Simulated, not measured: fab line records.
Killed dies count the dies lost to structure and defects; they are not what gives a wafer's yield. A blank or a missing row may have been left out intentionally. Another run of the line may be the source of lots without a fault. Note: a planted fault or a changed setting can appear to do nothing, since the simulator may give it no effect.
Check for tools in common | flow n5 finfet | Sample size 9 lots and 27 wafers

WHY IT WAS OPENED
Of 9 lots, 3 have the reading CJ_P flagged at N5_BEOL_M4_RC_MEAS_101. No-fault wafers: 5.79, standard deviation 0.19.
Rule: a lot gets a flag if all its wafers with a number sit over 4 standard deviations from that mean, or if no wafer of it has a number. The rest of the lots are taken to be sound.

lot  | measured     | on        | CJ_P, wafer by wafer | flag
L458 | day 8 00:55  | prober-01 | 5.69 5.82 5.57       |
L462 | day 9 01:03  | prober-02 | 4.24 4.41 3.96       | FLAGGED
L463 | day 9 04:19  | prober-01 | 4.25 4.22 4.17       | FLAGGED
L464 | day 9 21:30  | prober-01 | 4.21 4.23 4.29       | FLAGGED
L469 | day 10 23:34 | prober-01 | 5.80 5.94 5.66       |
L471 | day 11 07:40 | prober-02 | 5.97 5.57 5.77       |
L474 | day 11 21:56 | prober-02 | 6.10 6.00 6.12       |
L477 | day 13 12:13 | prober-01 | 5.99 5.93 5.46       |
L479 | day 14 10:43 | prober-02 | 6.21 5.92 6.00       |
The mean of the flagged lots' numbers is 4.22, -1.57 from the usual (-8 standard deviations).

EACH LOT AND THE TOOL IT RAN ON
Before the reading, the record contains 4 process steps out of a 1938-step route. Each cell gives the tool, then ch followed by the chambers the sampled wafers passed through, then the start.
lot  | flag    | N5_ZERO_LAYER_ETCH_17             | N5_ZERO_LAYER_ETCH_18           | N5_WELL_APT_DESCUM_13             | N5_WELL_APT_IMPLANT_15
L458 |         | rie diel-04 ch 0,1, day 1 18:50   | rie si-01 ch 1,3, day 1 18:55   | rie diel-05 ch 1,3, day 1 19:46   | implanter-02 ch 0, day 1 20:03
L462 | FLAGGED | rie diel-04 ch 0,1,3, day 2 18:52 | rie si-05 ch 1,2,3, day 2 18:56 | rie diel-05 ch 1,3, day 2 19:49   | implanter-02 ch 0, day 2 20:05
L463 | FLAGGED | rie diel-02 ch 0,3, day 3 00:50   | rie si-06 ch 2,3, day 3 00:55   | rie diel-01 ch 0,1,2, day 3 01:59 | implanter-02 ch 0, day 3 02:18
L464 | FLAGGED | rie diel-06 ch 0,3, day 3 06:50   | rie si-06 ch 0,1,3, day 3 06:55 | rie diel-03 ch 1,2,3, day 3 07:46 | implanter-02 ch 0, day 3 08:05
L469 |         | rie diel-04 ch 0,2,3, day 4 12:59 | rie si-06 ch 0,2,3, day 4 13:04 | rie diel-03 ch 0,1,2, day 4 14:03 | implanter-01 ch 0, day 4 14:23
L471 |         | rie diel-06 ch 0,1,3, day 5 00:50 | rie si-06 ch 0,1,2, day 5 00:55 | rie diel-03 ch 0,2,3, day 5 01:56 | implanter-01 ch 0, day 5 02:14
L474 |         | rie diel-02 ch 0,1,3, day 5 18:50 | rie si-05 ch 1,2,3, day 5 18:55 | rie diel-05 ch 0,1,2, day 5 20:35 | implanter-01 ch 0, day 5 20:56
L477 |         | rie diel-06 ch 1,2,3, day 6 12:44 | rie si-06 ch 0,1,3, day 6 12:48 | rie diel-01 ch 0,1,2, day 6 14:05 | implanter-02 ch 0, day 6 14:22
L479 |         | rie diel-04 ch 0,1,2, day 7 01:05 | rie si-01 ch 0,3, day 7 01:10   | rie diel-03 ch 2,3, day 7 02:11   | implanter-02 ch 0, day 7 02:31
What the steps here do:
- N5_ZERO_LAYER_ETCH_17: etches SiO2 in CF4, target depth 12 nm, time 13.3 s.
- N5_ZERO_LAYER_ETCH_18: etches Si in HBr/Cl2, target depth 120 nm, time 40 s.
- N5_WELL_APT_DESCUM_13: chemistry O2, time 7.9 s.
- N5_WELL_APT_IMPLANT_15
- N5_BEOL_M4_RC_MEAS_101

FLAGGED OVER TOTAL, TOOL BY TOOL (the gauges that took the reading come last)
step                   | tool         | lots run | flagged | share of the flagged lots | sound lots run after its first flagged lot
N5_ZERO_LAYER_ETCH_17  | rie diel-02  | 2        | 1       | some                      | 1 (L474)
N5_ZERO_LAYER_ETCH_17  | rie diel-04  | 4        | 1       | some                      | 2 (L469,L479)
N5_ZERO_LAYER_ETCH_17  | rie diel-06  | 3        | 1       | some                      | 2 (L471,L477)
N5_ZERO_LAYER_ETCH_18  | rie si-01    | 2        | 0       | none                      | -
N5_ZERO_LAYER_ETCH_18  | rie si-05    | 2        | 1       | some                      | 1 (L474)
N5_ZERO_LAYER_ETCH_18  | rie si-06    | 5        | 2       | some                      | 3 (L469,L471,L477)
N5_WELL_APT_DESCUM_13  | rie diel-01  | 2        | 1       | some                      | 1 (L477)
N5_WELL_APT_DESCUM_13  | rie diel-03  | 4        | 1       | some                      | 3 (L469,L471,L479)
N5_WELL_APT_DESCUM_13  | rie diel-05  | 3        | 1       | some                      | 1 (L474)
N5_WELL_APT_IMPLANT_15 | implanter-01 | 3        | 0       | none                      | -
N5_WELL_APT_IMPLANT_15 | implanter-02 | 6        | 3       | all                       | 2 (L477,L479)
N5_BEOL_M4_RC_MEAS_101 | prober-01    | 5        | 2       | some                      | 2 (L469,L477)
N5_BEOL_M4_RC_MEAS_101 | prober-02    | 4        | 1       | some                      | 3 (L471,L474,L479)

WHAT THE TABLE PERMITS
1 row of the table ran every flagged lot: implanter-02 at N5_WELL_APT_IMPLANT_15.
- implanter-02 at N5_WELL_APT_IMPLANT_15 ran 6 lots, 3 of them flagged. Sound lots followed the first flagged one (L477, L479) on it, something a lasting fault affecting the whole tool could not allow. Its own readings (dose ions cm2, faraday current uA) fall more than 4 standard deviations out on all wafers of the flagged lots.
None of the table's rows ran every flagged lot and, after the first, no sound lot.

WHAT THE SIMULATOR HAD INSERTED
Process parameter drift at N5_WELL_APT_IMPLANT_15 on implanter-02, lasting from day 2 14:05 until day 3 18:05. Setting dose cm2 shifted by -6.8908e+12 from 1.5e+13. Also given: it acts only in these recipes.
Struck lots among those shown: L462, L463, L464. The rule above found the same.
